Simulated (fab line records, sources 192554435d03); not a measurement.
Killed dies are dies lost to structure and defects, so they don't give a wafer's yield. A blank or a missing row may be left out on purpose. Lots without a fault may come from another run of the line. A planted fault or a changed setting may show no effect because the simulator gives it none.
Split-lot experiment | flow n5_finfet | 7 lots, 39 wafers read, on a route of 1938 steps

THE SPLIT
At N5_HKMG_FIN_ETCH_32 (etches SOC in N2/H2, target depth 240 nm, time 300 s), the setting bias_w was moved away from the recipe's 150 W on 9 of the 39 wafers read, by -17.6% to +13.6%. The other wafers ran this setting at the recipe's value.

The reading is taken at the split's own step.

THE READING
rf_vpp_V, in V, at N5_HKMG_FIN_ETCH_32 (etches SOC in N2/H2, target depth 240 nm, time 300 s). Fault-free wafers of this fab line usually give 524.1 V, standard deviation 3 V.

wafer  | tool, chamber at the split | bias_w as run, W | against the recipe | rf_vpp_V, V | against lot-mates on the recipe
L076.1 | rie_diel-03, 3             | 150              | recipe             | 530.1       | -
L076.2 | rie_diel-03, 1             | 170.4            | +13.6%             | 573.9       | +49.9
L076.3 | rie_diel-03, 2             | 150              | recipe             | 520.3       | -
L076.4 | rie_diel-03, 0             | 150              | recipe             | 521.7       | -
L076.5 | rie_diel-03, 0             | 170.4            | +13.6%             | 564.9       | +40.9
L076.6 | rie_diel-03, 1             | 170.4            | +13.6%             | 572.8       | +48.8
L077.1 | rie_diel-03, 0             | 150              | recipe             | 522.7       | -
L077.4 | rie_diel-03, 2             | 150              | recipe             | 523.1       | -
L077.6 | rie_diel-03, 2             | 150              | recipe             | 521.9       | -
L079.1 | rie_diel-01, 3             | 150              | recipe             | 525.9       | -
L079.2 | rie_diel-01, 1             | 150              | recipe             | 526.7       | -
L079.3 | rie_diel-01, 0             | 150              | recipe             | 523.8       | -
L079.4 | rie_diel-01, 2             | 150              | recipe             | 519.3       | -
L079.5 | rie_diel-01, 3             | 150              | recipe             | 524.6       | -
L079.6 | rie_diel-01, 2             | 150              | recipe             | 519.2       | -
L080.1 | rie_diel-03, 0             | 123.6            | -17.6%             | 461.7       | -64.5
L080.2 | rie_diel-03, 1             | 123.6            | -17.6%             | 466.9       | -59.3
L080.3 | rie_diel-03, 2             | 150              | recipe             | 521.6       | -
L080.4 | rie_diel-03, 3             | 150              | recipe             | 528.8       | -
L080.5 | rie_diel-03, 1             | 150              | recipe             | 528.3       | -
L080.6 | rie_diel-03, 2             | 123.6            | -17.6%             | 462.4       | -63.8
L083.1 | rie_diel-01, 3             | 142.2            | -5.2%              | 508.1       | -15.7
L083.2 | rie_diel-01, 1             | 142.2            | -5.2%              | 507.9       | -15.9
L083.3 | rie_diel-01, 2             | 142.2            | -5.2%              | 501.2       | -22.6
L083.4 | rie_diel-01, 2             | 150              | recipe             | 520.2       | -
L083.5 | rie_diel-01, 3             | 150              | recipe             | 525.8       | -
L083.6 | rie_diel-01, 1             | 150              | recipe             | 525.5       | -
L085.1 | rie_diel-03, 2             | 150              | recipe             | 522.2       | -
L085.2 | rie_diel-03, 0             | 150              | recipe             | 520.2       | -
L085.3 | rie_diel-03, 3             | 150              | recipe             | 528.6       | -
L085.4 | rie_diel-03, 3             | 150              | recipe             | 526.2       | -
L085.5 | rie_diel-03, 2             | 150              | recipe             | 520.8       | -
L085.6 | rie_diel-03, 0             | 150              | recipe             | 523.0       | -
L091.1 | rie_diel-01, 1             | 150              | recipe             | 525.6       | -
L091.2 | rie_diel-01, 0             | 150              | recipe             | 520.9       | -
L091.3 | rie_diel-01, 3             | 150              | recipe             | 526.7       | -
L091.4 | rie_diel-01, 2             | 150              | recipe             | 518.8       | -
L091.5 | rie_diel-01, 3             | 150              | recipe             | 526.1       | -
L091.6 | rie_diel-01, 0             | 150              | recipe             | 522.1       | -

THE FIT
A straight line over all 39 wafers: rf_vpp_V changes by +3.43 V for each +1% of bias_w; r = +0.99; the points scatter about the line by 3.2 V.
The same after taking each lot's own level away (the mean of its wafers on the recipe; 39 wafers): +3.5 V for each +1%; r = +0.99; scatter 3.2 V.
On that fit, the largest move of bias_w shifts the reading by 62 V.
The lots' own levels span 522.57 to 526.23 V, that is 1.2 times the standard deviation above.
So the lot-to-lot level changes the slope little: the two slopes agree.
Check: with one of the wafers moved furthest among these (-17.6%) left out of the fit, the line predicts -61 V for it against its lot-mates. It came out at -64.5 V against them.
Tool readings at the split's step, against how far the setting was moved: rf_vpp_V r = +0.99.

OTHER SPLITS ON THESE WAFERS
These wafers also went through other splits before the reading. Each is held against what the fit with the lots' levels taken away leaves over:
other split on the same wafers  | wafers away from the commonest value | r with rf_vpp_V (lot level and that fit taken away)
N5_DUMMY_GATE_CVD_03 temp_c     | 24                                   | +0.02
N5_DUMMY_GATE_EXPOSE_12 dose_mj | 18                                   | -0.07
N5_DUMMY_GATE_ETCH_42 bias_w    | 12                                   | +0.02

THE WHOLE CHAIN: every reading that the file lists as answering this split, in the file's order
step                | what it does                                         | reading                                                                           | change (the file's fit)               | r (the file's)
N5_HKMG_FIN_ETCH_32 | etches SOC in N2/H2, target depth 240 nm, time 300 s | rf_vpp_V                                                                          | +3.5 V for each +1% of the setting    | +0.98
N5_HKMG_FIN_ETCH_32 | etches SOC in N2/H2, target depth 240 nm, time 300 s | SiARC_of_HKMG_FIN_COAT_30.thk_nm (the simulator's own value, which no gauge read) | -0.184 nm for each +1% of the setting | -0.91

THE FILE'S OWN FIT
rf_vpp_V changes by +3.5 V for each +1% of bias_w, r = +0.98.
